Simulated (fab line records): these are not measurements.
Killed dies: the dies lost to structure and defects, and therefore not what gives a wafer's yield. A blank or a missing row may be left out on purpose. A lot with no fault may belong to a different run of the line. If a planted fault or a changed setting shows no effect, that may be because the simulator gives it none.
Which tool was responsible? / flow n5Finfet / Sampling: 24 lots, 72 wafers, 5 of 1938 route steps

## WHAT THE GAUGES READ, wafer by wafer
N5_BEOL_M2_THK_MEAS_01.
lot=L074; measured=day 6 17:02; on=filmMetro-02; M2_ILD_THK (nm)=77.8 79.9 80.2
lot=L075; measured=day 7 01:55; on=filmMetro-01; M2_ILD_THK (nm)=78.5 78.5 79.2
lot=L076; measured=day 7 04:24; on=filmMetro-01; M2_ILD_THK (nm)=78.4 78.1 79.7
lot=L077; measured=day 7 17:36; on=filmMetro-02; M2_ILD_THK (nm)=77.7 78.2 79.3
lot=L078; measured=day 7 20:41; on=filmMetro-02; M2_ILD_THK (nm)=78.3 78.2 79.6
lot=L079; measured=day 8 00:20; on=filmMetro-01; M2_ILD_THK (nm)=78.1 78.2 77.3
lot=L080; measured=day 8 07:16; on=filmMetro-01; M2_ILD_THK (nm)=77.2 78.0 78.8
lot=L081; measured=day 8 07:47; on=filmMetro-02; M2_ILD_THK (nm)=78.3 79.7 80.5
lot=L082; measured=day 8 11:35; on=filmMetro-01; M2_ILD_THK (nm)=77.8 79.2 79.2
lot=L083; measured=day 8 20:49; on=filmMetro-01; M2_ILD_THK (nm)=78.6 77.7 78.0
lot=L084; measured=day 9 03:22; on=filmMetro-02; M2_ILD_THK (nm)=78.7 79.7 79.3
lot=L085; measured=day 9 04:52; on=filmMetro-01; M2_ILD_THK (nm)=78.7 78.3 79.6
lot=L086; measured=day 9 23:37; on=filmMetro-02; M2_ILD_THK (nm)=78.2 80.1 79.7
lot=L087; measured=day 10 02:53; on=filmMetro-01; M2_ILD_THK (nm)=77.4 78.3 79.0
lot=L088; measured=day 10 06:17; on=filmMetro-02; M2_ILD_THK (nm)=79.6 80.2 80.8
lot=L090; measured=day 10 15:26; on=filmMetro-02; M2_ILD_THK (nm)=78.0 78.4 78.3
lot=L089; measured=day 10 15:40; on=filmMetro-01; M2_ILD_THK (nm)=80.4 80.8 81.7
lot=L091; measured=day 10 21:40; on=filmMetro-01; M2_ILD_THK (nm)=77.8 79.0 80.4
lot=L092; measured=day 10 23:45; on=filmMetro-01; M2_ILD_THK (nm)=78.8 80.5 80.2
lot=L093; measured=day 11 02:23; on=filmMetro-02; M2_ILD_THK (nm)=77.9 79.0 78.9
lot=L094; measured=day 11 09:50; on=filmMetro-01; M2_ILD_THK (nm)=78.4 78.2 80.1
lot=L095; measured=day 11 16:08; on=filmMetro-01; M2_ILD_THK (nm)=77.4 77.8 79.1
lot=L096; measured=day 11 23:26; on=filmMetro-02; M2_ILD_THK (nm)=78.8 78.4 79.4
lot=L097; measured=day 12 12:02; on=filmMetro-02; M2_ILD_THK (nm)=78.5 79.6 78.8

## EACH LOT AND THE TOOL THAT RAN IT (in order: tool; ch and the chambers of the sampled wafers; start)
lot=L074; N5_BEOL_M1_ANNEAL_80=pvdSputter-03, day 6 14:19; N5_BEOL_M1_ANNEAL_91=pvdSputter-03, day 6 15:12; N5_BEOL_M1_ANNEAL_95=pvdSputter-03, day 6 15:38; N5_BEOL_M1_CO_CAP_55=cvdCo-02 ch 0,2, day 6 16:43
lot=L075; N5_BEOL_M1_ANNEAL_80=pvdSputter-01, day 6 23:16; N5_BEOL_M1_ANNEAL_91=pvdSputter-01, day 7 00:08; N5_BEOL_M1_ANNEAL_95=pvdSputter-01, day 7 00:35; N5_BEOL_M1_CO_CAP_55=cvdCo-01 ch 0,1, day 7 01:36
lot=L076; N5_BEOL_M1_ANNEAL_80=pvdSputter-02, day 7 01:45; N5_BEOL_M1_ANNEAL_91=pvdSputter-02, day 7 02:38; N5_BEOL_M1_ANNEAL_95=pvdSputter-02, day 7 03:04; N5_BEOL_M1_CO_CAP_55=cvdCo-02 ch 0,1,2, day 7 04:05
lot=L077; N5_BEOL_M1_ANNEAL_80=pvdSputter-03, day 7 05:11; N5_BEOL_M1_ANNEAL_91=pvdSputter-03, day 7 15:50; N5_BEOL_M1_ANNEAL_95=pvdSputter-03, day 7 16:17; N5_BEOL_M1_CO_CAP_55=cvdCo-02 ch 0,1,2, day 7 17:17
lot=L078; N5_BEOL_M1_ANNEAL_80=pvdSputter-03, day 7 17:31; N5_BEOL_M1_ANNEAL_91=pvdSputter-03, day 7 18:23; N5_BEOL_M1_ANNEAL_95=pvdSputter-03, day 7 18:50; N5_BEOL_M1_CO_CAP_55=cvdCo-01 ch 0,2, day 7 20:22
lot=L079; N5_BEOL_M1_ANNEAL_80=pvdSputter-02, day 7 20:49; N5_BEOL_M1_ANNEAL_91=pvdSputter-02, day 7 21:42; N5_BEOL_M1_ANNEAL_95=pvdSputter-02, day 7 22:08; N5_BEOL_M1_CO_CAP_55=cvdCo-01 ch 0,1, day 8 00:02
lot=L080; N5_BEOL_M1_ANNEAL_80=pvdSputter-03, day 8 03:07; N5_BEOL_M1_ANNEAL_91=pvdSputter-03, day 8 03:59; N5_BEOL_M1_ANNEAL_95=pvdSputter-03, day 8 04:26; N5_BEOL_M1_CO_CAP_55=cvdCo-02 ch 0,1, day 8 06:56
lot=L081; N5_BEOL_M1_ANNEAL_80=pvdSputter-02, day 8 03:50; N5_BEOL_M1_ANNEAL_91=pvdSputter-02, day 8 04:43; N5_BEOL_M1_ANNEAL_95=pvdSputter-02, day 8 05:09; N5_BEOL_M1_CO_CAP_55=cvdCo-02 ch 0,2, day 8 07:29
lot=L082; N5_BEOL_M1_ANNEAL_80=pvdSputter-02, day 8 06:29; N5_BEOL_M1_ANNEAL_91=pvdSputter-02, day 8 07:22; N5_BEOL_M1_ANNEAL_95=pvdSputter-02, day 8 07:49; N5_BEOL_M1_CO_CAP_55=cvdCo-02 ch 0,1, day 8 11:17
lot=L083; N5_BEOL_M1_ANNEAL_80=pvdSputter-02, day 8 18:11; N5_BEOL_M1_ANNEAL_91=pvdSputter-02, day 8 19:04; N5_BEOL_M1_ANNEAL_95=pvdSputter-02, day 8 19:30; N5_BEOL_M1_CO_CAP_55=cvdCo-01 ch 0,1, day 8 20:30
lot=L084; N5_BEOL_M1_ANNEAL_80=pvdSputter-03, day 9 00:43; N5_BEOL_M1_ANNEAL_91=pvdSputter-03, day 9 01:36; N5_BEOL_M1_ANNEAL_95=pvdSputter-03, day 9 02:02; N5_BEOL_M1_CO_CAP_55=cvdCo-02 ch 1,2, day 9 03:02
lot=L085; N5_BEOL_M1_ANNEAL_80=pvdSputter-01, day 9 02:11; N5_BEOL_M1_ANNEAL_91=pvdSputter-01, day 9 03:04; N5_BEOL_M1_ANNEAL_95=pvdSputter-01, day 9 03:30; N5_BEOL_M1_CO_CAP_55=cvdCo-01 ch 0,1,2, day 9 04:33
lot=L086; N5_BEOL_M1_ANNEAL_80=pvdSputter-01, day 9 20:53; N5_BEOL_M1_ANNEAL_91=pvdSputter-01, day 9 21:46; N5_BEOL_M1_ANNEAL_95=pvdSputter-01, day 9 22:13; N5_BEOL_M1_CO_CAP_55=cvdCo-01 ch 0,1,2, day 9 23:17
lot=L087; N5_BEOL_M1_ANNEAL_80=pvdSputter-03, day 10 00:07; N5_BEOL_M1_ANNEAL_91=pvdSputter-03, day 10 01:00; N5_BEOL_M1_ANNEAL_95=pvdSputter-03, day 10 01:26; N5_BEOL_M1_CO_CAP_55=cvdCo-01 ch 1,2, day 10 02:35
lot=L088; N5_BEOL_M1_ANNEAL_80=pvdSputter-01, day 10 03:36; N5_BEOL_M1_ANNEAL_91=pvdSputter-01, day 10 04:29; N5_BEOL_M1_ANNEAL_95=pvdSputter-01, day 10 04:55; N5_BEOL_M1_CO_CAP_55=cvdCo-02 ch 0,1,2, day 10 05:58
lot=L090; N5_BEOL_M1_ANNEAL_80=pvdSputter-03, day 10 12:44; N5_BEOL_M1_ANNEAL_91=pvdSputter-03, day 10 13:37; N5_BEOL_M1_ANNEAL_95=pvdSputter-03, day 10 14:03; N5_BEOL_M1_CO_CAP_55=cvdCo-01 ch 1,2, day 10 15:07
lot=L089; N5_BEOL_M1_ANNEAL_80=pvdSputter-02, day 10 12:54; N5_BEOL_M1_ANNEAL_91=pvdSputter-02, day 10 13:47; N5_BEOL_M1_ANNEAL_95=pvdSputter-02, day 10 14:13; N5_BEOL_M1_CO_CAP_55=cvdCo-02 ch 0,1,2, day 10 15:20
lot=L091; N5_BEOL_M1_ANNEAL_80=pvdSputter-02, day 10 19:01; N5_BEOL_M1_ANNEAL_91=pvdSputter-02, day 10 19:54; N5_BEOL_M1_ANNEAL_95=pvdSputter-02, day 10 20:20; N5_BEOL_M1_CO_CAP_55=cvdCo-02 ch 0,1, day 10 21:21
lot=L092; N5_BEOL_M1_ANNEAL_80=pvdSputter-03, day 10 20:52; N5_BEOL_M1_ANNEAL_91=pvdSputter-03, day 10 21:45; N5_BEOL_M1_ANNEAL_95=pvdSputter-03, day 10 22:11; N5_BEOL_M1_CO_CAP_55=cvdCo-02 ch 0,1,2, day 10 23:26
lot=L093; N5_BEOL_M1_ANNEAL_80=pvdSputter-03, day 10 23:43; N5_BEOL_M1_ANNEAL_91=pvdSputter-03, day 11 00:35; N5_BEOL_M1_ANNEAL_95=pvdSputter-03, day 11 01:02; N5_BEOL_M1_CO_CAP_55=cvdCo-01 ch 1,2, day 11 02:02
lot=L094; N5_BEOL_M1_ANNEAL_80=pvdSputter-01, day 11 07:12; N5_BEOL_M1_ANNEAL_91=pvdSputter-01, day 11 08:05; N5_BEOL_M1_ANNEAL_95=pvdSputter-01, day 11 08:31; N5_BEOL_M1_CO_CAP_55=cvdCo-01 ch 0,2, day 11 09:31
lot=L095; N5_BEOL_M1_ANNEAL_80=pvdSputter-03, day 11 13:29; N5_BEOL_M1_ANNEAL_91=pvdSputter-03, day 11 14:22; N5_BEOL_M1_ANNEAL_95=pvdSputter-03, day 11 14:49; N5_BEOL_M1_CO_CAP_55=cvdCo-02 ch 0,2, day 11 15:49
lot=L096; N5_BEOL_M1_ANNEAL_80=pvdSputter-01, day 11 20:47; N5_BEOL_M1_ANNEAL_91=pvdSputter-01, day 11 21:40; N5_BEOL_M1_ANNEAL_95=pvdSputter-01, day 11 22:06; N5_BEOL_M1_CO_CAP_55=cvdCo-01 ch 0,1,2, day 11 23:07
lot=L097; N5_BEOL_M1_ANNEAL_80=pvdSputter-01, day 12 09:24; N5_BEOL_M1_ANNEAL_91=pvdSputter-01, day 12 10:17; N5_BEOL_M1_ANNEAL_95=pvdSputter-01, day 12 10:43; N5_BEOL_M1_CO_CAP_55=cvdCo-01 ch 0,1, day 12 11:44
- N5_BEOL_M1_ANNEAL_80: time 240 s.
- N5_BEOL_M1_ANNEAL_91: time 240 s.
- N5_BEOL_M1_ANNEAL_95: time 240 s.
- N5_BEOL_M1_CO_CAP_55: material Co, precursor CCTBA/H2, target thk 2 nm, time 102.1 s.

## WHAT THE TOOLS THEMSELVES READ (means of the sampled wafers that have a number; where no wafer has one, the mark that the record gives instead)
N5_BEOL_M1_ANNEAL_80.
lot=L074; tool=pvdSputter-03; heaterPowerW (W)=857
lot=L075; tool=pvdSputter-01; heaterPowerW (W)=848
lot=L076; tool=pvdSputter-02; heaterPowerW (W)=898
lot=L077; tool=pvdSputter-03; heaterPowerW (W)=836
lot=L078; tool=pvdSputter-03; heaterPowerW (W)=854
lot=L079; tool=pvdSputter-02; heaterPowerW (W)=921
lot=L080; tool=pvdSputter-03; heaterPowerW (W)=877
lot=L081; tool=pvdSputter-02; heaterPowerW (W)=879
lot=L082; tool=pvdSputter-02; heaterPowerW (W)=849
lot=L083; tool=pvdSputter-02; heaterPowerW (W)=923
lot=L084; tool=pvdSputter-03; heaterPowerW (W)=895
lot=L085; tool=pvdSputter-01; heaterPowerW (W)=837
lot=L086; tool=pvdSputter-01; heaterPowerW (W)=803
lot=L087; tool=pvdSputter-03; heaterPowerW (W)=884
lot=L088; tool=pvdSputter-01; heaterPowerW (W)=831
lot=L090; tool=pvdSputter-03; heaterPowerW (W)=845
lot=L089; tool=pvdSputter-02; heaterPowerW (W)=890
lot=L091; tool=pvdSputter-02; heaterPowerW (W)=894
lot=L092; tool=pvdSputter-03; heaterPowerW (W)=868
lot=L093; tool=pvdSputter-03; heaterPowerW (W)=881
lot=L094; tool=pvdSputter-01; heaterPowerW (W)=814
lot=L095; tool=pvdSputter-03; heaterPowerW (W)=893
lot=L096; tool=pvdSputter-01; heaterPowerW (W)=834
lot=L097; tool=pvdSputter-01; heaterPowerW (W)=846

N5_BEOL_M1_ANNEAL_91.
lot=L074; tool=pvdSputter-03; heaterPowerW (W)=854
lot=L075; tool=pvdSputter-01; heaterPowerW (W)=851
lot=L076; tool=pvdSputter-02; heaterPowerW (W)=919
lot=L077; tool=pvdSputter-03; heaterPowerW (W)=837
lot=L078; tool=pvdSputter-03; heaterPowerW (W)=847
lot=L079; tool=pvdSputter-02; heaterPowerW (W)=906
lot=L080; tool=pvdSputter-03; heaterPowerW (W)=881
lot=L081; tool=pvdSputter-02; heaterPowerW (W)=890
lot=L082; tool=pvdSputter-02; heaterPowerW (W)=869
lot=L083; tool=pvdSputter-02; heaterPowerW (W)=915
lot=L084; tool=pvdSputter-03; heaterPowerW (W)=899
lot=L085; tool=pvdSputter-01; heaterPowerW (W)=833
lot=L086; tool=pvdSputter-01; heaterPowerW (W)=804
lot=L087; tool=pvdSputter-03; heaterPowerW (W)=865
lot=L088; tool=pvdSputter-01; heaterPowerW (W)=826
lot=L090; tool=pvdSputter-03; heaterPowerW (W)=858
lot=L089; tool=pvdSputter-02; heaterPowerW (W)=891
lot=L091; tool=pvdSputter-02; heaterPowerW (W)=902
lot=L092; tool=pvdSputter-03; heaterPowerW (W)=856
lot=L093; tool=pvdSputter-03; heaterPowerW (W)=900
lot=L094; tool=pvdSputter-01; heaterPowerW (W)=812
lot=L095; tool=pvdSputter-03; heaterPowerW (W)=897
lot=L096; tool=pvdSputter-01; heaterPowerW (W)=849
lot=L097; tool=pvdSputter-01; heaterPowerW (W)=852

N5_BEOL_M1_ANNEAL_95.
lot=L074; tool=pvdSputter-03; heaterPowerW (W)=857
lot=L075; tool=pvdSputter-01; heaterPowerW (W)=847
lot=L076; tool=pvdSputter-02; heaterPowerW (W)=929
lot=L077; tool=pvdSputter-03; heaterPowerW (W)=830
lot=L078; tool=pvdSputter-03; heaterPowerW (W)=852
lot=L079; tool=pvdSputter-02; heaterPowerW (W)=914
lot=L080; tool=pvdSputter-03; heaterPowerW (W)=884
lot=L081; tool=pvdSputter-02; heaterPowerW (W)=882
lot=L082; tool=pvdSputter-02; heaterPowerW (W)=870
lot=L083; tool=pvdSputter-02; heaterPowerW (W)=919
lot=L084; tool=pvdSputter-03; heaterPowerW (W)=889
lot=L085; tool=pvdSputter-01; heaterPowerW (W)=836
lot=L086; tool=pvdSputter-01; heaterPowerW (W)=806
lot=L087; tool=pvdSputter-03; heaterPowerW (W)=888
lot=L088; tool=pvdSputter-01; heaterPowerW (W)=826
lot=L090; tool=pvdSputter-03; heaterPowerW (W)=857
lot=L089; tool=pvdSputter-02; heaterPowerW (W)=887
lot=L091; tool=pvdSputter-02; heaterPowerW (W)=894
lot=L092; tool=pvdSputter-03; heaterPowerW (W)=869
lot=L093; tool=pvdSputter-03; heaterPowerW (W)=897
lot=L094; tool=pvdSputter-01; heaterPowerW (W)=810
lot=L095; tool=pvdSputter-03; heaterPowerW (W)=908
lot=L096; tool=pvdSputter-01; heaterPowerW (W)=840
lot=L097; tool=pvdSputter-01; heaterPowerW (W)=841

N5_BEOL_M1_CO_CAP_55.
lot=L074; tool=cvdCo-02; heaterPowerW (W)=252
lot=L075; tool=cvdCo-01; heaterPowerW (W)=241
lot=L076; tool=cvdCo-02; heaterPowerW (W)=241
lot=L077; tool=cvdCo-02; heaterPowerW (W)=240
lot=L078; tool=cvdCo-01; heaterPowerW (W)=219
lot=L079; tool=cvdCo-01; heaterPowerW (W)=242
lot=L080; tool=cvdCo-02; heaterPowerW (W)=224
lot=L081; tool=cvdCo-02; heaterPowerW (W)=240
lot=L082; tool=cvdCo-02; heaterPowerW (W)=225
lot=L083; tool=cvdCo-01; heaterPowerW (W)=233
lot=L084; tool=cvdCo-02; heaterPowerW (W)=253
lot=L085; tool=cvdCo-01; heaterPowerW (W)=230
lot=L086; tool=cvdCo-01; heaterPowerW (W)=235
lot=L087; tool=cvdCo-01; heaterPowerW (W)=245
lot=L088; tool=cvdCo-02; heaterPowerW (W)=240
lot=L090; tool=cvdCo-01; heaterPowerW (W)=233
lot=L089; tool=cvdCo-02; heaterPowerW (W)=241
lot=L091; tool=cvdCo-02; heaterPowerW (W)=230
lot=L092; tool=cvdCo-02; heaterPowerW (W)=244
lot=L093; tool=cvdCo-01; heaterPowerW (W)=244
lot=L094; tool=cvdCo-01; heaterPowerW (W)=220
lot=L095; tool=cvdCo-02; heaterPowerW (W)=256
lot=L096; tool=cvdCo-01; heaterPowerW (W)=232
lot=L097; tool=cvdCo-01; heaterPowerW (W)=241

## THE ANSWER, worked out from the rows above alone
Rule: what is usual is taken from the lots themselves. The widest of any qualifying gaps counts: lots, ordered by their means at a reading, are off when they make up no more than a third of the lots, leave a main group of 4 or more, and stand apart from it by 3 or more times the standard deviation of that group's means. A main group whose means are all the same, to the digits that the tables above print for the reading, isn't used. A lot without any number at a reading at which 4 lots or more have one is off too. All remaining lots with rows at the step are treated as sound. The gauges are gone through in route order, then the tools' own readings, and for those a lot's mean is taken as printed above. The first step at which some lot is off is used, and at that step the reading that is off furthest; a lot without a number counts as furthest.
No lot is off at any reading shown: from this, nothing can be told.

## WHAT HAD BEEN PUT IN BY THE SIMULATOR
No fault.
